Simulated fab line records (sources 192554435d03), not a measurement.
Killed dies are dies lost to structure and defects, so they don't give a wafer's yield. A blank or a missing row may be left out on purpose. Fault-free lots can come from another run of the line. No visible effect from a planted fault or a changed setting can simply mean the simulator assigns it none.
Chamber matching / flow n5_finfet / N5_GATE_CUT_PECVD_57 on pecvd-03 has 3 sister chambers
The step deposits SiNx from SiH4/NH3/N2, target thk 21 nm. 3 wafers are shown with their chamber, then 7 later ones without.

## WAFERS, EACH WITH ITS CHAMBER
wafer=L085.4; chamber=1; throttle_valve_pct (%)=41.3
wafer=L091.2; chamber=2; throttle_valve_pct (%)=38.8
wafer=L091.5; chamber=0; throttle_valve_pct (%)=38.2

## WAFERS MISSING THEIR CHAMBER
wafer=L091.6; throttle_valve_pct (%)=38.6
wafer=L092.4; throttle_valve_pct (%)=38.7
wafer=L092.5; throttle_valve_pct (%)=41.2
wafer=L092.6; throttle_valve_pct (%)=38.1
wafer=L096.3; throttle_valve_pct (%)=38.3
wafer=L096.4; throttle_valve_pct (%)=38.4
wafer=L096.6; throttle_valve_pct (%)=38.9

## CHAMBER TAKEN BY EACH
wafer=L091.6; from the rows above=can't be placed: 2 or 0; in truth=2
wafer=L092.4; from the rows above=2; in truth=2
wafer=L092.5; from the rows above=1; in truth=1
wafer=L092.6; from the rows above=0; in truth=0
wafer=L096.3; from the rows above=0; in truth=0
wafer=L096.4; from the rows above=can't be placed: 0 or 2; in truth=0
wafer=L096.6; from the rows above=2; in truth=2
5 of 7 placed correctly. Not placeable from these rows: 2 (in 2, the candidates include the true chamber). Number placed wrongly: 0.
How it was worked out, from the rows above alone: a wafer's distance from a chamber is the root of the sum, over the readings, of the square of ((its reading less the chamber's mean) divided by the reading's scatter). If the next closest chamber is less than 2 further off than the closest, the wafer can't be placed; otherwise it belongs to the closest. For every chamber, the mean is computed from those of its wafers that are shown. The scatter: with one shown wafer a chamber, the root of the mean of the squares of how far each hidden wafer lies from its nearest shown one.
